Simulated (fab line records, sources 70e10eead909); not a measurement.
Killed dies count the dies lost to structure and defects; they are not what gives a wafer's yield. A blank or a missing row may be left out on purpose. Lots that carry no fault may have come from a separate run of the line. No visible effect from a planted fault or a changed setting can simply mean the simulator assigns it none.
Which of the tools did it? | flow nand harc | Sampling: 11 lots, 33 wafers, 5 of 1302 route steps

== WHAT THE GAUGES READ, wafer by wafer ==
NHARC_P_STI_CD_MEAS_09 targets a cd of 200 nm.
lot  | measured     | on        | cd nm (nm)
L968 | day 2 19:48  | cd sem-01 | 201.6 200.2 199.8
L971 | day 4 03:32  | cd sem-03 | 222.5 221.5 221.1
L981 | day 8 05:08  | cd sem-03 | 198.9 198.1 199.5
L982 | day 8 15:58  | cd sem-01 | 201.0 200.4 199.9
L983 | day 9 00:35  | cd sem-03 | 200.3 200.1 201.4
L984 | day 9 11:10  | cd sem-01 | 197.8 199.1 199.2
L985 | day 9 19:47  | cd sem-02 | 197.9 201.1 195.5
L986 | day 10 06:32 | cd sem-03 | 199.7 201.1 199.6
L987 | day 10 16:56 | cd sem-02 | 200.9 199.5 202.1
L989 | day 11 14:19 | cd sem-03 | 196.4 197.3 195.5
L991 | day 12 08:14 | cd sem-01 | 200.6 200.3 200.7

== TOOL THAT RAN EACH LOT (tool first, then ch and the chambers of the sampled wafers, then the start) ==
lot  | NHARC_P_ZERO_WELL_ETCH_63        | NHARC_P_ZERO_WELL_DESCUM_39        | NHARC_P_ZERO_WELL_DESCUM_54        | NHARC_P_STI_EXPOSE_06
L968 | rie si-06 ch 0,1,2, day 1 21:47  | rie diel-04 ch 0,1,2, day 2 01:59  | rie diel-04 ch 0,1,2, day 2 03:31  | krf scanner-01 ch 0, day 2 19:39
L971 | rie si-04 ch 0,1,2, day 3 03:35  | rie diel-04 ch 0,2,3, day 3 06:26  | rie diel-02 ch 0,2,3, day 3 08:06  | krf scanner-01 ch 0, day 4 03:23
L981 | rie si-06 ch 1,2, day 7 08:08    | rie diel-04 ch 0,1, day 7 10:35    | rie diel-04 ch 1,3, day 7 12:15    | krf scanner-01 ch 0, day 8 04:59
L982 | rie si-06 ch 0,2, day 7 17:35    | rie diel-11 ch 1,2,3, day 7 20:19  | rie diel-02 ch 0,1,2, day 7 21:49  | krf scanner-01 ch 0, day 8 15:49
L983 | rie si-03 ch 0,1,2, day 8 03:41  | rie diel-04 ch 0,1,2, day 8 06:37  | rie diel-04 ch 1,2,3, day 8 08:14  | krf scanner-01 ch 0, day 9 00:26
L984 | rie si-06 ch 0,2,3, day 8 13:41  | rie diel-02 ch 2,3, day 8 16:35    | rie diel-02 ch 0,2,3, day 8 18:21  | krf scanner-02 ch 0, day 9 11:01
L985 | rie si-06 ch 0,2,3, day 8 23:40  | rie diel-02 ch 0,2,3, day 9 02:15  | rie diel-11 ch 0,1,3, day 9 03:47  | krf scanner-02 ch 0, day 9 19:38
L986 | rie si-03 ch 1,2,3, day 9 09:32  | rie diel-02 ch 0,1,3, day 9 12:07  | rie diel-04 ch 1,2,3, day 9 13:40  | krf scanner-04 ch 0, day 10 06:24
L987 | rie si-04 ch 1,3, day 9 19:40    | rie diel-02 ch 2,3, day 9 22:17    | rie diel-02 ch 0,1,3, day 9 23:54  | krf scanner-02 ch 0, day 10 16:47
L989 | rie si-04 ch 0,2,3, day 10 15:32 | rie diel-04 ch 0,1,3, day 10 19:20 | rie diel-02 ch 1,2,3, day 10 20:58 | krf scanner-01 ch 0, day 11 14:10
L991 | rie si-03 ch 1,2,3, day 11 11:40 | rie diel-04 ch 0,1,2, day 11 14:22 | rie diel-02 ch 1,2,3, day 11 16:02 | krf scanner-01 ch 0, day 12 08:05
- NHARC_P_ZERO_WELL_ETCH_63: etches the open film in HBr/Cl2, target depth 120 nm, time 40.1 s.
- NHARC_P_ZERO_WELL_DESCUM_39: chemistry O2, time 3 s.
- NHARC_P_ZERO_WELL_DESCUM_54: chemistry O2, time 3 s.
- NHARC_P_STI_EXPOSE_06: exposes mask P STI, target cd 200 nm.

== THE ANSWER, worked out from the rows above alone ==
Rule: what is usual is taken from the lots themselves. Put in order of their means at a reading, lots are off if they are a third of the lots or fewer, leave a main group of 4 or more, and stand apart from it by a gap of 3 or more times the standard deviation of the main group's means; of several such gaps the widest counts. A main group whose means are all the same, to the digits that the tables above print for the reading, isn't used. A lot without any number at a reading at which 4 lots or more have one is off too. All remaining lots with rows at the step are treated as sound.
Off: L971, at NHARC_P_STI_CD_MEAS_09 (cd nm). The main group: mean 199.5 nm, standard deviation 1.4.
If a tool, at a process step before that reading, ran all the lots that are off and no sound lot after the first of them, it fits. The gauges at NHARC_P_STI_CD_MEAS_09 are tried like those tools. Of those tried, none fits.

== WHAT WAS PUT IN BY THE SIMULATOR ==
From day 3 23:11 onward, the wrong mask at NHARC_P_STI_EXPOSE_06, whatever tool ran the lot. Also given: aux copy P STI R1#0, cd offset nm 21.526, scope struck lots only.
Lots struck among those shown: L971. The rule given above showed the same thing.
